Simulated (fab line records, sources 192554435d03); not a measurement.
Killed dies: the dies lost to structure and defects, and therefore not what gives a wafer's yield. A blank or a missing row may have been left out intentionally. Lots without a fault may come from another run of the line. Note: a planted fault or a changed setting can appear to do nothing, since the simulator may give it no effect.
Chamber matching + flow n5Finfet + 3 sister chambers for N5_BEOL_M2_ILD_DEP_00 on pecvd-04
The step deposits SiOC from DEMS/O2, target thk 79 nm, time 15.3 s. 3 wafers are shown with their chamber, then 8 later ones without.

== WAFERS, EACH WITH ITS CHAMBER ==
| wafer  | chamber | heaterPowerW (W) |
|--------|---------|------------------|
| L081.2 | 1       | 313              |
| L083.4 | 0       | 453              |
| L091.1 | 2       | 540              |

== WAFERS WITHOUT THEIR CHAMBER ==
| wafer  | heaterPowerW (W) |
|--------|------------------|
| L091.4 | 322              |
| L091.5 | 555              |
| L093.2 | 358              |
| L093.5 | 363              |
| L093.6 | 440              |
| L097.2 | 543              |
| L097.4 | 432              |
| L097.5 | 491              |

== WHICH CHAMBER EACH ONE RAN IN ==
| wafer  | from the rows above     | in truth                   |
|--------|-------------------------|----------------------------|
| L091.4 | 1                       | 1                          |
| L091.5 | 2                       | 2                          |
| L093.2 | can't be placed: 1 or 0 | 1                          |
| L093.5 | can't be placed: 1 or 0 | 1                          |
| L093.6 | 0                       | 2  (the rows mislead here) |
| L097.2 | 2                       | 2                          |
| L097.4 | 0                       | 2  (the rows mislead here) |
| L097.5 | can't be placed: 0 or 2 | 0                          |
Correct placement for 3 of the 8. Not placeable from these rows: 3 (in 3, the candidates include the true chamber). 2 placed wrongly.
How it was worked out, from the rows above alone: a wafer's distance from a chamber is the root of the sum, over the readings, of the square of ((its reading less the chamber's mean) divided by the reading's scatter). The wafer belongs to the nearest chamber; if the next one is less than 2 further off, it can't be placed. For every chamber, the mean is computed from those of its wafers that are shown. The scatter: with one shown wafer a chamber, the root of the mean of the squares of how far each hidden wafer lies from its nearest shown one.
